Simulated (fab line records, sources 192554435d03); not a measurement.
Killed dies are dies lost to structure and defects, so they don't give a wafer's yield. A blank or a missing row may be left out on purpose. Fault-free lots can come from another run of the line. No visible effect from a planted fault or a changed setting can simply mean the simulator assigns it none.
Matching of chambers | flow n5Finfet | N5_DUMMY_GATE_ETCH_42 on rieDiel-02 has 4 sister chambers
The step etches SiO2 in CHF3/O2, target depth 3.5 nm, time 31 s. 4 wafers are shown with their chamber, then 9 later ones without.

## WAFERS PAIRED WITH THEIR CHAMBERS
wafer  | chamber | drypumpMotorCurrentA (A)
L083.4 | 1       | 6.4
L088.1 | 0       | 6.3
L088.2 | 2       | 6.4
L088.4 | 3       | 5.6

## WAFERS WITHOUT THEIR CHAMBER
wafer  | drypumpMotorCurrentA (A)
L089.3 | 6.3
L089.4 | 6.4
L089.6 | 6.3
L093.3 | 6.4
L093.4 | 6.3
L093.6 | 5.5
L094.1 | 6.3
L094.4 | 6.3
L094.5 | 6.3

## THE CHAMBER EACH PASSED THROUGH
wafer  | from the rows above     | in truth
L089.3 | 0                       | 0
L089.4 | can't be placed: 1 or 2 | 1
L089.6 | 0                       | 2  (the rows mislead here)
L093.3 | can't be placed: 1 or 2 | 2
L093.4 | 0                       | 0
L093.6 | 3                       | 3
L094.1 | 0                       | 0
L094.4 | 0                       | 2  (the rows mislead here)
L094.5 | 0                       | 0
Correct placement for 5 of the 9. Can't be placed from these rows: 2 (the true chamber is among the candidates in 2). Placed wrongly: 2.
How it was worked out, from the rows above alone: a wafer's distance from a chamber is the root of the sum, over the readings, of the square of ((its reading less the chamber's mean) divided by the reading's scatter). The wafer belongs to the nearest chamber; if the next one is less than 2 further off, it can't be placed. A chamber's mean is the mean of its shown wafers. The scatter: with one shown wafer a chamber, the root of the mean of the squares of how far each hidden wafer lies from its nearest shown one.
